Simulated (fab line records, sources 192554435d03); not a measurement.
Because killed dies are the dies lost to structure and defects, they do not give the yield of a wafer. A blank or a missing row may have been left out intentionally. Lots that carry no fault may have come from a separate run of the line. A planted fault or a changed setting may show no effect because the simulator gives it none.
fab line records -- flow n5-finfet
record: lots: 7, wafers: 21
route steps=1938 shown DUMMY_GATE@228 SD_EPI_N@288 SD_EPI_P@321 SD_ACTIVATION@330 HKMG_FIN@427 GATE_CUT@480
start-h: start of the lot's first displayed wafer, in hours after the record's first day -- wait-h: hours from the lot's prior step to this one -- " the same as in the row above -- L1.1+2: several wafers, shown together as one row -- - no value present, or no start provided -- * or withheld: withheld -- < > ~ a bound
route shown NAME@n: a module of which the file shows steps, and the number in the route of the first -- usual: mean/standard deviation taken from wafers without a fault -- same: alike in all rows -- chamber/n: place in a boat -- sites: the reading at each site -- _std_site: standard deviation of those values -- _edge_site: outer sites' mean less inner sites' -- radius-mm: how far each site lies from the wafer's centre -- mask NAME#n: copy n -- behind: the most recent tool/chamber to have shaped the wafer -- hold: why the lot was held/for how many hours/how that ended -- device: names the non-switching transistor (n, p or np) -- end of line: the route-end tests of the same wafers -- for a step that has no rows: nothing shown but its recipe -- killed: count of dies lost to structure and defects at first sort (not the wafer's yield) -- map: per-die view of a wafer (x killed, . not killed, _ where there is no die)
set.NAME: setting as actually run; set.NAME@STEP: the setting as run at that earlier step -- model.NAME: the simulator's own value behind a step, which no gauge read
one table per step and one row per wafer, for lots whose settings were changed on purpose
== steps ==
step: N5_DUMMY_GATE_EXPOSE_12
recipe: mask-id: GATE, na: 0.33, source-shape: annular, sigma-inner: 0.2, sigma-outer: 0.6, polarization: unpolarized, target-cd-nm: 25, dose-mj: 34
lot.wafer,tool,chamber,start-h,wait-h,mask,set.dose-mj
L074.1+4+5,euv-scanner-02,0,48.15,-,GATE#0,34
L079.3,euv-scanner-01,0,77.24,-,GATE#0,34
L079.4+5,euv-scanner-01,0,77.24,-,GATE#0,34.94
L080.1+5,euv-scanner-01,0,81.62,-,GATE#0,34
L080.3,euv-scanner-01,0,81.62,-,GATE#0,34.64
L082.2,euv-scanner-02,0,95.93,-,GATE#0,35.65
L082.4+6,euv-scanner-02,0,95.93,-,GATE#0,34
L083.2,euv-scanner-02,0,100.51,-,GATE#0,34
L083.4+6,euv-scanner-02,0,100.51,-,GATE#0,31.71
L088.2+4,euv-scanner-02,0,131.01,-,GATE#0,35.89
L088.3,euv-scanner-02,0,131.01,-,GATE#0,34
L095.2+3+6,euv-scanner-02,0,171.97,-,GATE#0,34
step: N5_DUMMY_GATE_PEB_13
recipe: peb-temp-c: 100, peb-time-s: 60, resist: CAR-EUV
step: N5_DUMMY_GATE_DEVELOP_14
recipe: develop-time-s: 30, developer: TMAH, resist: CAR-EUV, rinse-liquid: surfactant-rinse, dry: air-spin, dev-temp-c: 23
step: N5_DUMMY_GATE_CD_MEAS_15
recipe: target-cd-nm: 25.8, landing-energy-ev: 500, detector: se-inlens
usual: cd-nm: 24.92/0.24
lot.wafer,tool,chamber,start-h,wait-h,set.dose-mj@DUMMY_GATE_EXPOSE_12,cd-nm
L074.1,cd-sem-01,0,48.28,-,34,24.78
L074.4,cd-sem-01,0,48.28,-,34,25.02
L074.5,cd-sem-01,0,48.28,-,34,24.82
L079.3,cd-sem-02,0,77.36,-,34,24.79
L079.4,cd-sem-02,0,77.36,-,34.94,24.88
L079.5,cd-sem-02,0,77.36,-,34.94,24.41
L080.1,cd-sem-02,0,81.74,-,34,25.43
L080.3,cd-sem-02,0,81.74,-,34.64,24.83
L080.5,cd-sem-02,0,81.74,-,34,25.13
L082.2,cd-sem-03,0,96.06,-,35.65,24.32
L082.4,cd-sem-03,0,96.06,-,34,25.07
L082.6,cd-sem-03,0,96.06,-,34,25.22
L083.2,cd-sem-03,0,100.63,-,34,25.02
L083.4,cd-sem-03,0,100.63,-,31.71,25.86
L083.6,cd-sem-03,0,100.63,-,31.71,25.99
L088.2,cd-sem-03,0,131.13,-,35.89,24.26
L088.3,cd-sem-03,0,131.13,-,34,25.20
L088.4,cd-sem-03,0,131.13,-,35.89,24.33
L095.2,cd-sem-03,0,172.10,-,34,24.99
L095.3,cd-sem-03,0,172.10,-,34,25.24
L095.6,cd-sem-03,0,172.10,-,34,24.82
step: N5_DUMMY_GATE_STRIP_38
recipe: chemistry: N2/H2, temp-c: 40, n2-flow-sccm: 200, h2-flow-sccm: 200, rf-frequency-hz: 6e+07
step: N5_DUMMY_GATE_STRIP_39
recipe: chemistry: N2/H2, temp-c: 40, n2-flow-sccm: 200, h2-flow-sccm: 200, rf-frequency-hz: 6e+07
step: N5_DUMMY_GATE_TRIM_49
recipe: chemistry: O2, resist: SOC, time-s: 29, target-cd-nm: 14, source-power-w: 300, bias-power-w: 0, O2_flow_sccm: 100, temp-c: 20
lot.wafer,tool,chamber,start-h,wait-h,set.dose-mj@DUMMY_GATE_EXPOSE_12,model.DUMMY_GATE.cd-nm
L074.1,rie-si-02,3,48.63,0.0,34,13.6
L074.4,rie-si-02,2,48.63,0.0,34,14
L074.5,rie-si-02,0,48.63,0.0,34,13.8
L079.3,rie-si-06,2,77.85,0.0,34,13.8
L079.4+5,rie-si-06,"3,2",77.85,0.0,34.94,13.4
L080.1,rie-si-06,3,82.10,0.0,34,14.2
L080.3,rie-si-06,0,82.10,0.0,34.64,13.6
L080.5,rie-si-06,0,82.10,0.0,34,13.6
L082.2,rie-si-02,2,97.43,0.0,35.65,13.2
L082.4,rie-si-02,3,97.43,0.0,34,14
L082.6,rie-si-02,2,97.43,0.0,34,14.2
L083.2,rie-si-01,1,101.07,0.0,34,13.8
L083.4,rie-si-01,0,101.07,0.0,31.71,15.4
L083.6,rie-si-01,1,101.07,0.0,31.71,15
L088.2,rie-si-01,1,131.57,0.0,35.89,12.8
L088.3,rie-si-01,0,131.57,0.0,34,14.8
L088.4,rie-si-01,2,131.57,0.0,35.89,13.4
L095.2+3+6,rie-si-02,"1,0,2",172.53,0.0,34,14.4
step: N5_DUMMY_GATE_STRIP_40
recipe: chemistry: CF4, resist: SiARC, power-w: 300, bias-power-w: 75, pressure-mtorr: 50, cf4-flow-sccm: 150, rf-frequency-hz: 6e+07
step: N5_DUMMY_GATE_CD_MEAS_50
recipe: target-cd-nm: 14
usual: cd-nm: 14.0/0.42
lot.wafer,tool,chamber,start-h,wait-h,set.dose-mj@DUMMY_GATE_EXPOSE_12,cd-nm
L074.1,cd-sem-01,-,48.78,0.0,34,13.2
L074.4,cd-sem-01,-,48.78,0.0,34,13.6
L074.5,cd-sem-01,-,48.78,0.0,34,13.9
L079.3,cd-sem-03,-,78.00,0.0,34,14.1
L079.4,cd-sem-03,-,78.00,0.0,34.94,13.8
L079.5,cd-sem-03,-,78.00,0.0,34.94,13.3
L080.1,cd-sem-03,-,82.25,0.0,34,13.9
L080.3,cd-sem-03,-,82.25,0.0,34.64,13.8
L080.5,cd-sem-03,-,82.25,0.0,34,13.5
L082.2,cd-sem-03,-,97.61,0.0,35.65,13.1
L082.4,cd-sem-03,-,97.61,0.0,34,14.4
L082.6,cd-sem-03,-,97.61,0.0,34,14.0
L083.2,cd-sem-01,-,101.22,0.0,34,13.8
L083.4,cd-sem-01,-,101.22,0.0,31.71,15.4
L083.6,cd-sem-01,-,101.22,0.0,31.71,15.3
L088.2,cd-sem-03,-,131.78,0.0,35.89,12.7
L088.3,cd-sem-03,-,131.78,0.0,34,15.0
L088.4,cd-sem-03,-,131.78,0.0,35.89,13.2
L095.2,cd-sem-01,-,172.77,0.0,34,14.0
L095.3,cd-sem-01,-,172.77,0.0,34,14.3
L095.6,cd-sem-01,-,172.77,0.0,34,14.3
step: N5_DUMMY_GATE_ETCH_31
recipe: chemistry: C4F6/O2, target: SiO2, mask-material: SOC, target-depth-a: 825, time-s: 27.5, ion-energy-ev: 250, pressure-mtorr: 30, source-w: 345, bias-w: 185, Ar_flow_sccm: 300, C4F6_flow_sccm: 10, O2_flow_sccm: 10
step: N5_DUMMY_GATE_STRIP_41
recipe: chemistry: O2, power-w: 400, temp-c: 40, pressure-mtorr: 30, rf-frequency-hz: 6e+07, bias-power-w: 0, overash-fraction: 0.3, o2-flow-sccm: 225
step: N5_DUMMY_GATE_ETCH_32
recipe: chemistry: CF4, target: SiO2, target-depth-a: 35, time-s: 3.9, ion-energy-ev: 350, pressure-mtorr: 10, icp-w: 800, bias-w: 400, cf4-flow-sccm: 80
step: N5_DUMMY_GATE_ETCH_23
recipe: chemistry: HBr/Cl2/O2, HBr_flow_sccm: 150, Cl2_flow_sccm: 80, O2_flow_sccm: 12, bias-w: 102, target-depth-a: 410, time-s: 22.3, target: poly-Si, mask-material: SiO2, pressure-mtorr: 10, icp-w: 800
step: N5_DUMMY_GATE_ETCH_44
recipe: chemistry: HBr/O2, over-etch-frac: 0.7, target-depth-a: 1275, stop-on: SiO2, ion-energy-ev: 60, bias-w: 20, target: poly-Si, mask-material: SiO2, pressure-mtorr: 20, icp-w: 400, HBr_flow_sccm: 120, O2_flow_sccm: 10
lot.wafer,tool,chamber,start-h,wait-h,set.dose-mj@DUMMY_GATE_EXPOSE_12,model.DUMMY_GATE.cd-nm
L074.1,rie-si-06,2,49.24,0.0,34,14.6
L074.4+5,rie-si-06,"0,3",49.24,0.0,34,14.8
L079.3,rie-si-01,3,78.57,0.0,34,14.8
L079.4,rie-si-01,1,78.57,0.0,34.94,14.4
L079.5,rie-si-01,1,78.57,0.0,34.94,14.2
L080.1,rie-si-06,0,82.63,0.0,34,15
L080.3,rie-si-06,3,82.63,0.0,34.64,14.4
L080.5,rie-si-06,3,82.63,0.0,34,14.6
L082.2,rie-si-02,3,98.23,0.0,35.65,14.2
L082.4,rie-si-02,1,98.23,0.0,34,15
L082.6,rie-si-02,1,98.23,0.0,34,15.2
L083.2,rie-si-06,1,101.60,0.0,34,14.6
L083.4,rie-si-06,0,101.60,0.0,31.71,16.2
L083.6,rie-si-06,2,101.60,0.0,31.71,16
L088.2,rie-si-01,3,132.47,0.0,35.89,13.4
L088.3,rie-si-01,0,132.47,0.0,34,15.6
L088.4,rie-si-01,1,132.47,0.0,35.89,14.2
L095.2,rie-si-06,3,173.15,0.0,34,15.4
L095.3,rie-si-06,0,173.15,0.0,34,14.8
L095.6,rie-si-06,2,173.15,0.0,34,15.2
step: N5_DUMMY_GATE_CD_MEAS_24
recipe: target-cd-nm: 15
usual: cd-nm: 15.0/0.43
lot.wafer,tool,chamber,start-h,wait-h,set.dose-mj@DUMMY_GATE_EXPOSE_12,cd-nm
L074.1,cd-sem-02,-,49.35,0.1,34,14.8
L074.4,cd-sem-02,-,49.35,0.1,34,15.0
L074.5,cd-sem-02,-,49.35,0.1,34,14.9
L079.3,cd-sem-02,-,78.69,0.1,34,15.2
L079.4,cd-sem-02,-,78.69,0.1,34.94,14.7
L079.5,cd-sem-02,-,78.69,0.1,34.94,14.2
L080.1,cd-sem-01,-,82.74,0.1,34,15.0
L080.3,cd-sem-01,-,82.74,0.1,34.64,14.5
L080.5,cd-sem-01,-,82.74,0.1,34,14.8
L082.2,cd-sem-01,-,98.34,0.1,35.65,13.8
L082.4,cd-sem-01,-,98.34,0.1,34,14.7
L082.6,cd-sem-01,-,98.34,0.1,34,14.8
L083.2,cd-sem-01,-,101.72,0.1,34,14.5
L083.4,cd-sem-01,-,101.72,0.1,31.71,16.1
L083.6,cd-sem-01,-,101.72,0.1,31.71,15.9
L088.2,cd-sem-03,-,132.58,0.1,35.89,12.8
L088.3,cd-sem-03,-,132.58,0.1,34,15.8
L088.4,cd-sem-03,-,132.58,0.1,35.89,14.2
L095.2,cd-sem-03,-,173.26,0.1,34,14.9
L095.3,cd-sem-03,-,173.26,0.1,34,15.0
L095.6,cd-sem-03,-,173.26,0.1,34,15.3
step: N5_DUMMY_GATE_ETCH_42
recipe: chemistry: CHF3/O2, target: SiO2, target-depth-a: 35, time-s: 31, ion-energy-ev: 30, bias-w: 12, pressure-mtorr: 30, source-w: 600, Ar_flow_sccm: 200, CHF3_flow_sccm: 50, O2_flow_sccm: 5
lot.wafer,tool,chamber,start-h,wait-h,set.dose-mj@DUMMY_GATE_EXPOSE_12,model.DUMMY_GATE.cd-nm
L074.1+5,rie-diel-06,"2,0",49.53,0.2,34,14.6
L074.4,rie-diel-06,0,49.53,0.2,34,14.8
L079.3,rie-diel-06,1,78.78,0.1,34,14.8
L079.4,rie-diel-06,3,78.78,0.1,34.94,14.4
L079.5,rie-diel-06,0,78.78,0.1,34.94,14.2
L080.1,rie-diel-06,2,82.86,0.1,34,15
L080.3,rie-diel-06,0,82.86,0.1,34.64,14.4
L080.5,rie-diel-06,2,82.86,0.1,34,14.6
L082.2,rie-diel-02,1,98.40,0.1,35.65,14.2
L082.4,rie-diel-02,3,98.40,0.1,34,15
L082.6,rie-diel-02,2,98.40,0.1,34,15.2
L083.2,rie-diel-02,3,101.76,0.0,34,14.6
L083.4,rie-diel-02,2,101.76,0.0,31.71,16.2
L083.6,rie-diel-02,2,101.76,0.0,31.71,16
L088.2,rie-diel-05,0,132.63,0.0,35.89,13.4
L088.3,rie-diel-05,1,132.63,0.0,34,15.6
L088.4,rie-diel-05,3,132.63,0.0,35.89,14.4
L095.2,rie-diel-06,3,173.31,0.0,34,15.4
L095.3,rie-diel-06,1,173.31,0.0,34,14.8
L095.6,rie-diel-06,0,173.31,0.0,34,15.2
step: N5_SD_EPI_N_EPI_21
recipe: material: Si:P, dopant: P, temp-c: 680, pressure-torr: 255, time-s: 690
lot.wafer,tool,chamber,start-h,wait-h,set.epi-growth-time-s,model.Si-P_of_SD_EPI_N_EPI_21.thk-nm
L074.1+5,epi-rpcvd-03,0,52.71,0.2,690,58
L074.4,epi-rpcvd-03,0,53.83,1.2,690,57.8
L079.3+5,epi-rpcvd-01,0,82.73,0.9,645.5,56.6
L079.4,epi-rpcvd-01,0,82.73,0.9,690,58.8
L080.1,epi-rpcvd-03,0,86.59,0.1,664.1,57.8
L080.3,epi-rpcvd-03,0,86.59,0.1,690,59.4
L080.5,epi-rpcvd-03,0,86.59,0.1,664.1,57.4
L082.2,epi-rpcvd-02,0,102.72,0.4,690,58.8
L082.4,epi-rpcvd-02,0,102.72,0.4,690,59.6
L082.6,epi-rpcvd-02,0,102.72,0.4,743.5,62.2
L083.2,epi-rpcvd-03,0,106.26,0.4,690,59
L083.4,epi-rpcvd-03,0,106.26,0.4,690,59.6
L083.6,epi-rpcvd-03,0,106.26,0.4,690,59.8
L088.2,epi-rpcvd-01,0,137.46,0.5,690,60.4
L088.3+4,epi-rpcvd-01,0,137.46,0.5,690,59.8
L095.2,epi-rpcvd-02,0,176.60,0.4,740.3,61.6
L095.3+6,epi-rpcvd-02,0,176.60,0.4,690,59.2
step: N5_SD_EPI_N_PRECLEAN_24
recipe: chemistry: O3/DIW, time-s: 60, temp-c: 22, o3-ppm: 10
step: N5_SD_EPI_P_EPI_21
recipe: material: SiGe:B, dopant: B, temp-c: 550, pressure-torr: 20, ambient: H2, time-s: 355
step: N5_SD_EPI_P_HM_STRIP_48
recipe: chemistry: H3PO4, temp-c: 160, material: SiNx, target: SiNx, target-depth-a: 30, overetch-fraction: 0.3
lot.wafer,tool,chamber,start-h,wait-h,set.epi-growth-time-s@SD_EPI_N_EPI_21,model.Si-P_of_SD_EPI_N_EPI_21.thk-nm
L074.1+4,wet-bench-04,"0,5",60.05,0.0,690,57.2
L074.5,wet-bench-04,7,60.05,0.0,690,57.4
L079.3+5,wet-bench-01,"6,5",89.17,0.0,645.5,56
L079.4,wet-bench-01,3,89.17,0.0,690,58
L080.1,wet-bench-01,0,93.24,0.0,664.1,57.2
L080.3,wet-bench-01,5,93.24,0.0,690,58.6
L080.5,wet-bench-01,6,93.24,0.0,664.1,56.8
L082.2,wet-bench-01,7,109.09,0.0,690,58
L082.4,wet-bench-01,2,109.09,0.0,690,59
L082.6,wet-bench-01,4,109.09,0.0,743.5,61.6
L083.2,wet-bench-04,2,113.45,0.0,690,58.2
L083.4,wet-bench-04,0,113.45,0.0,690,59
L083.6,wet-bench-04,7,113.45,0.0,690,59.2
L088.2,wet-bench-05,2,144.01,0.0,690,59.6
L088.3+4,wet-bench-05,"3,1",144.01,0.0,690,59.2
L095.2,wet-bench-05,2,183.50,0.0,740.3,60.8
L095.3,wet-bench-05,7,183.50,0.0,690,58.6
L095.6,wet-bench-05,0,183.50,0.0,690,58.4
step: N5_SD_EPI_P_SRD_49
recipe: dry: ipa-marangoni, time-s: 30, temp-c: 23, rinse-liquid: diw
step: N5_SD_EPI_P_PRECLEAN_24
recipe: chemistry: O3/DIW, time-s: 45, temp-c: 22, o3-ppm: 10
step: N5_SD_ACTIVATION_RTA_00
recipe: temp-c: 975, time-s: 0, ambient: N2, idle-temp-c: 600, ramp-up-c-per-s: 150, ramp-down-c-per-s: 60, cool-to-c: 600
step: N5_SD_ACTIVATION_LSA_01
recipe: temp-c: 1080, time-s: 0.0008, ambient: N2
step: N5_SD_ACTIVATION_RS_MEAS_03
recipe: thk-meas-gauge: four-point-probe
usual: RS_SD_N: 21.82/0.28, RS_SD_P: 56.0/0.91
lot.wafer,tool,chamber,start-h,wait-h,set.epi-growth-time-s@SD_EPI_N_EPI_21,RS_SD_N[ohm/sq],RS_SD_P[ohm/sq]
L074.1,film-metro-01,-,60.90,0.2,690,22.36,55.8
L074.4,film-metro-01,-,60.90,0.2,690,22.37,57.2
L074.5,film-metro-01,-,60.90,0.2,690,22.10,57.0
L079.3,film-metro-02,-,90.14,0.2,645.5,22.84,58.2
L079.4,film-metro-02,-,90.14,0.2,690,22.21,56.4
L079.5,film-metro-02,-,90.14,0.2,645.5,22.89,56.2
L080.1,film-metro-01,-,93.81,0.2,664.1,22.23,56.3
L080.3,film-metro-01,-,93.81,0.2,690,22.00,56.6
L080.5,film-metro-01,-,93.81,0.2,664.1,22.37,57.2
L082.2,film-metro-01,-,109.68,0.2,690,21.80,55.9
L082.4,film-metro-01,-,109.68,0.2,690,21.48,55.0
L082.6,film-metro-01,-,109.68,0.2,743.5,20.63,55.7
L083.2,film-metro-02,-,114.04,0.2,690,22.08,55.5
L083.4,film-metro-02,-,114.04,0.2,690,21.58,55.7
L083.6,film-metro-02,-,114.04,0.2,690,21.65,55.4
L088.2,film-metro-02,-,144.66,0.2,690,21.52,55.4
L088.3,film-metro-02,-,144.66,0.2,690,21.69,55.9
L088.4,film-metro-02,-,144.66,0.2,690,21.59,55.6
L095.2,film-metro-02,-,184.28,0.2,740.3,20.82,55.6
L095.3,film-metro-02,-,184.28,0.2,690,21.75,56.2
L095.6,film-metro-02,-,184.28,0.2,690,21.85,56.7
step: N5_HKMG_FIN_EXPOSE_09
recipe: mask-id: NWFM, na: 1.35, source-shape: conventional, sigma-outer: 0.8, polarization: unpolarized, target-cd-nm: 98, dose-mj: 39.25
lot.wafer,tool,chamber,start-h,wait-h,mask,set.dose-mj
L074.1+4+5,arfi-scanner-02,0,77.07,-,NWFM#0,39.25
L079.3+5,arfi-scanner-03,0,109.80,-,NWFM#0,39.25
L079.4,arfi-scanner-03,0,109.80,-,NWFM#0,36.8
L080.1,arfi-scanner-01,0,114.04,-,NWFM#0,41.81
L080.3+5,arfi-scanner-01,0,114.04,-,NWFM#0,39.25
L082.2+4+6,arfi-scanner-01,0,126.04,-,NWFM#0,39.25
L083.2+4,arfi-scanner-01,0,131.14,-,NWFM#0,38.41
L083.6,arfi-scanner-01,0,131.14,-,NWFM#0,39.25
L088.2+3,arfi-scanner-03,0,160.93,-,NWFM#0,39.25
L088.4,arfi-scanner-03,0,160.93,-,NWFM#0,41.54
L095.2+3+6,arfi-scanner-01,0,200.56,-,NWFM#0,39.25
step: N5_HKMG_FIN_PEB_10
recipe: peb-temp-c: withheld, peb-time-s: 60, resist: CAR-ArF
step: N5_HKMG_FIN_DEVELOP_11
recipe: develop-time-s: 30, developer: TMAH, resist: CAR-ArF, dev-temp-c: 23, rinse-liquid: diw, dry: air-spin
step: N5_HKMG_FIN_CD_MEAS_12
recipe: target-cd-nm: 92.8, landing-energy-ev: 500, detector: se-inlens
usual: cd-nm: 93.4/0.78
lot.wafer,tool,chamber,start-h,wait-h,set.dose-mj@HKMG_FIN_EXPOSE_09,cd-nm
L074.1,cd-sem-02,0,77.19,-,39.25,94.2
L074.4,cd-sem-02,0,77.19,-,39.25,93.1
L074.5,cd-sem-02,0,77.19,-,39.25,93.8
L079.3,cd-sem-03,0,109.91,-,39.25,94.2
L079.4,cd-sem-03,0,109.91,-,36.8,89.6
L079.5,cd-sem-03,0,109.91,-,39.25,95.0
L080.1,cd-sem-01,0,114.17,-,41.81,98.1
L080.3,cd-sem-01,0,114.17,-,39.25,93.6
L080.5,cd-sem-01,0,114.17,-,39.25,93.9
L082.2,cd-sem-03,0,126.16,-,39.25,92.3
L082.4,cd-sem-03,0,126.16,-,39.25,92.0
L082.6,cd-sem-03,0,126.16,-,39.25,92.1
L083.2,cd-sem-02,0,131.26,-,38.41,91.9
L083.4,cd-sem-02,0,131.26,-,38.41,91.1
L083.6,cd-sem-02,0,131.26,-,39.25,94.0
L088.2,cd-sem-02,0,161.05,-,39.25,92.3
L088.3,cd-sem-02,0,161.05,-,39.25,93.0
L088.4,cd-sem-02,0,161.05,-,41.54,96.5
L095.2,cd-sem-01,0,200.68,-,39.25,92.0
L095.3,cd-sem-01,0,200.68,-,39.25,91.4
L095.6,cd-sem-01,0,200.68,-,39.25,92.2
step: N5_HKMG_FIN_DESCUM_17
recipe: chemistry: O2, time-s: 7.9, source-power-w: 50, bias-power-w: 20, pressure-mtorr: 20, rf-frequency-hz: 2.712e+07, temp-c: 40, resist: CAR-ArF, o2-flow-sccm: 225
lot.wafer,tool,chamber,start-h,wait-h,set.dose-mj@HKMG_FIN_EXPOSE_09,model.HKMG_FIN.cd-nm
L074.1,rie-diel-01,0,77.70,0.5,39.25,94.4
L074.4,rie-diel-01,1,77.70,0.5,39.25,93
L074.5,rie-diel-01,0,77.70,0.5,39.25,93.8
L079.3,rie-diel-01,0,110.04,0.1,39.25,94.4
L079.4,rie-diel-01,2,110.04,0.1,36.8,90
L079.5,rie-diel-01,3,110.04,0.1,39.25,94.8
L080.1,rie-diel-03,0,114.26,0.0,41.81,98
L080.3+5,rie-diel-03,"2,1",114.26,0.0,39.25,94
L082.2,rie-diel-03,2,126.25,0.0,39.25,92.4
L082.4+6,rie-diel-03,3,126.25,0.0,39.25,92
L083.2,rie-diel-01,1,131.35,0.0,38.41,92.2
L083.4,rie-diel-01,2,131.35,0.0,38.41,91.4
L083.6,rie-diel-01,1,131.35,0.0,39.25,94.2
L088.2,rie-diel-01,3,161.14,0.0,39.25,92.6
L088.3,rie-diel-01,0,161.14,0.0,39.25,93.2
L088.4,rie-diel-01,0,161.14,0.0,41.54,96.8
L095.2,rie-diel-04,1,200.76,0.0,39.25,91.8
L095.3,rie-diel-04,2,200.76,0.0,39.25,91.6
L095.6,rie-diel-04,1,200.76,0.0,39.25,92
step: N5_GATE_CUT_COAT_27
recipe: resist: underlayer, temp-c: 205, time-s: 60, spin-rpm: 1500, resist-thk-nm: 10
lot.wafer,tool,chamber,start-h,wait-h,set.spin-rpm,model.underlayer_of_GATE_CUT_COAT_27.thk-nm
L074.1+4+5,litho-track-01,0,-,-,1500,10
L079.3+4+5,litho-track-05,0,-,-,1500,10
L080.1+3,litho-track-01,0,-,-,1388,10.4
L080.5,litho-track-01,0,-,-,1500,10
L082.2+6,litho-track-05,0,-,-,1500,10
L082.4,litho-track-05,0,-,-,1429,10.2
L083.2+4+6,litho-track-03,0,-,-,1500,10
L088.2+3,litho-track-03,0,-,-,1342,10.6
L088.4,litho-track-03,0,-,-,1500,10
L095.2,litho-track-01,0,-,-,1500,10
L095.3+6,litho-track-01,0,-,-,1373,10.4
== key ==
split: step: N5_DUMMY_GATE_EXPOSE_12, setting: dose-mj, stated: 34, by: wafer
response: step: N5_DUMMY_GATE_CD_MEAS_15, reading: cd-nm, change: -0.147, per: 1%, r: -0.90
response: step: N5_DUMMY_GATE_TRIM_49, reading: model.DUMMY_GATE.cd-nm, change: -0.224, per: 1%, r: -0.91
response: step: N5_DUMMY_GATE_CD_MEAS_50, reading: cd-nm, change: -0.255, per: 1%, r: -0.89
response: step: N5_DUMMY_GATE_ETCH_44, reading: model.DUMMY_GATE.cd-nm, change: -0.24, per: 1%, r: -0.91
response: step: N5_DUMMY_GATE_CD_MEAS_24, reading: cd-nm, change: -0.277, per: 1%, r: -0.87
response: step: N5_DUMMY_GATE_ETCH_42, reading: model.DUMMY_GATE.cd-nm, change: -0.235, per: 1%, r: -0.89
split: step: N5_SD_EPI_N_EPI_21, setting: epi-growth-time-s, stated: 690, by: wafer
response: step: N5_SD_EPI_N_EPI_21, reading: model.Si-P_of_SD_EPI_N_EPI_21.thk-nm, change: +0.365, per: 1%, r: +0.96
response: step: N5_SD_EPI_P_HM_STRIP_48, reading: model.Si-P_of_SD_EPI_N_EPI_21.thk-nm, change: +0.353, per: 1%, r: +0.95
response: step: N5_SD_ACTIVATION_RS_MEAS_03, reading: RS_SD_N, change: -0.12, per: 1%, r: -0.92
split: step: N5_HKMG_FIN_EXPOSE_09, setting: dose-mj, stated: 39.25, by: wafer
response: step: N5_HKMG_FIN_CD_MEAS_12, reading: cd-nm, change: +0.728, per: 1%, r: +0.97
response: step: N5_HKMG_FIN_DESCUM_17, reading: model.HKMG_FIN.cd-nm, change: +0.688, per: 1%, r: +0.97
split: step: N5_GATE_CUT_COAT_27, setting: spin-rpm, stated: 1500, by: wafer
response: step: N5_GATE_CUT_COAT_27, reading: model.underlayer_of_GATE_CUT_COAT_27.thk-nm, change: -0.0523, per: 1%, r: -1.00
